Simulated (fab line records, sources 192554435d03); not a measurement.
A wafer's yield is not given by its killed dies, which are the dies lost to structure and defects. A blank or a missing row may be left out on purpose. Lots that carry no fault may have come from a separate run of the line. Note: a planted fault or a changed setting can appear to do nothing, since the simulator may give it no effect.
Chamber matching    flow n5Finfet    rieDiel-02 running N5_BEOL_M13_ETCH_38: 4 sister chambers
The step etches SiCN in CF4/N2, target depth 67.5 nm, time 71.9 s. 20 wafers are shown with their chamber, then 10 later ones without.

## EACH WAFER AND ITS CHAMBER
wafer   chamber  throttleValvePct (%)  drypumpMotorCurrentA (A)  oesProductAu (a.u.)
L076.3  2        15.74                 5.8                       0.75
L076.5  3        15.83                 4.9                       0.73
L076.6  0        15.15                 5.7                       0.90
L079.1  1        15.11                 6.3                       0.92
L079.3  2        15.75                 5.9                       0.73
L079.4  1        15.11                 6.4                       0.92
L082.4  0        15.19                 5.7                       0.90
L082.5  0        15.17                 5.7                       0.90
L082.6  3        15.88                 4.9                       0.73
L085.2  3        15.87                 4.9                       0.73
L085.3  0        15.17                 5.7                       0.89
L085.5  2        15.75                 5.9                       0.74
L081.3  1        15.11                 6.4                       0.91
L081.5  3        15.88                 4.9                       0.73
L081.6  2        15.76                 5.8                       0.75
L083.4  1        15.11                 6.3                       0.90
L083.5  2        15.77                 5.9                       0.73
L083.6  3        15.88                 4.9                       0.72
L084.3  3        15.88                 4.9                       0.73
L084.4  0        15.19                 5.7                       0.89

SIGNATURES (means of the wafers above)
reading               chamber 0  chamber 1  chamber 2  chamber 3  scatter within a chamber
throttleValvePct      15.1740    15.1100    15.7540    15.8700    0.0151
drypumpMotorCurrentA  5.700      6.350      5.860      4.900      0.0371
oesProductAu          0.8960     0.9125     0.7400     0.7283     0.00741
Rule: for each reading, subtract the chamber's mean from the wafer's reading, divide by that reading's scatter and square the result; add these up over the readings and take the root, which gives the wafer's distance from the chamber. If the next closest chamber is less than 2 further off than the closest, the wafer can't be placed; otherwise it belongs to the closest. The scatter is the square root of a quotient: the sum, over the shown wafers, of each reading's squared deviation from its chamber's mean, divided by wafers minus chambers.

## WAFERS MISSING THEIR CHAMBER
wafer   throttleValvePct (%)  drypumpMotorCurrentA (A)  oesProductAu (a.u.)
L084.5  15.87                 4.9                       0.72
L093.2  15.20                 5.7                       0.87
L093.3  15.15                 6.3                       0.87
L093.5  15.17                 6.4                       0.87
L094.1  15.81                 5.8                       0.71
L094.5  15.38                 4.9                       0.98
L094.6  15.80                 5.9                       0.72
L095.1  15.18                 6.3                       0.86
L095.4  15.82                 5.9                       0.71
L095.5  15.81                 5.9                       0.71

## EACH ONE'S CHAMBER
wafer    from the rows above   in truth
L084.5   3                     3
L093.2   0                     0
L093.3   1                     1
L093.5   1                     1
L094.1   2                     2
L094.5   0                     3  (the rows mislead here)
L094.6   2                     2
L095.1   1                     1
L095.4   2                     2
L095.5   2                     2
Correct placement for 9 of the 10. Number that these rows cannot place: 0. Number placed wrongly: 1.
